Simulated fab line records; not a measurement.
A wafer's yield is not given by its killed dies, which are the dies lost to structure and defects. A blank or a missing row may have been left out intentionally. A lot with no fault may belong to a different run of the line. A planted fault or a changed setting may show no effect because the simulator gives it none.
Matching of chambers + flow n5Finfet + N5_MOL_CONTACT_COAG_ETCH_106 on rieDiel-05 has 4 sister chambers
The step etches SOC in N2/H2, target depth 80 nm, overetch 16 nm, time 120 s. 8 wafers are shown with their chamber, then 7 later ones without.

== EACH WAFER AND ITS CHAMBER ==
| wafer  | chamber | showerheadPlenumPTorr (Torr) | drypumpMotorCurrentA (A) |
|--------|---------|------------------------------|--------------------------|
| L215.3 | 0       | 2.56                         | 6.1                      |
| L216.6 | 0       | 2.56                         | 6.2                      |
| L220.6 | 1       | 2.49                         | 6.3                      |
| L225.3 | 3       | 2.65                         | 5.5                      |
| L225.5 | 1       | 2.48                         | 6.4                      |
| L225.6 | 2       | 2.52                         | 5.7                      |
| L233.2 | 3       | 2.64                         | 5.5                      |
| L233.3 | 2       | 2.52                         | 5.7                      |

== WAFERS WHOSE CHAMBER IS MISSING ==
| wafer  | showerheadPlenumPTorr (Torr) | drypumpMotorCurrentA (A) |
|--------|------------------------------|--------------------------|
| L233.4 | 2.55                         | 6.1                      |
| L238.1 | 2.51                         | 5.7                      |
| L238.2 | 2.54                         | 6.1                      |
| L238.6 | 2.64                         | 5.5                      |
| L237.1 | 2.64                         | 5.5                      |
| L237.3 | 2.47                         | 6.3                      |
| L237.6 | 2.51                         | 5.7                      |

== EACH ONE'S CHAMBER ==
| wafer  | from the rows above | in truth |
|--------|---------------------|----------|
| L233.4 | 0                   | 0        |
| L238.1 | 2                   | 2        |
| L238.2 | 0                   | 0        |
| L238.6 | 3                   | 3        |
| L237.1 | 3                   | 3        |
| L237.3 | 1                   | 1        |
| L237.6 | 2                   | 2        |
7 of 7 placed correctly. From these rows, 0 cannot be placed. Wrongly placed: 0.
How it was worked out, from the rows above alone: a wafer's distance from a chamber is the root of the sum, over the readings, of the square of ((its reading less the chamber's mean) divided by the reading's scatter). The wafer belongs to the nearest chamber; if the next one is less than 2 further off, it can't be placed. A chamber's mean is the mean of its shown wafers. The scatter: the root of (the sum of the squares of (reading less its chamber's mean) over the shown wafers, divided by (wafers less chambers)).
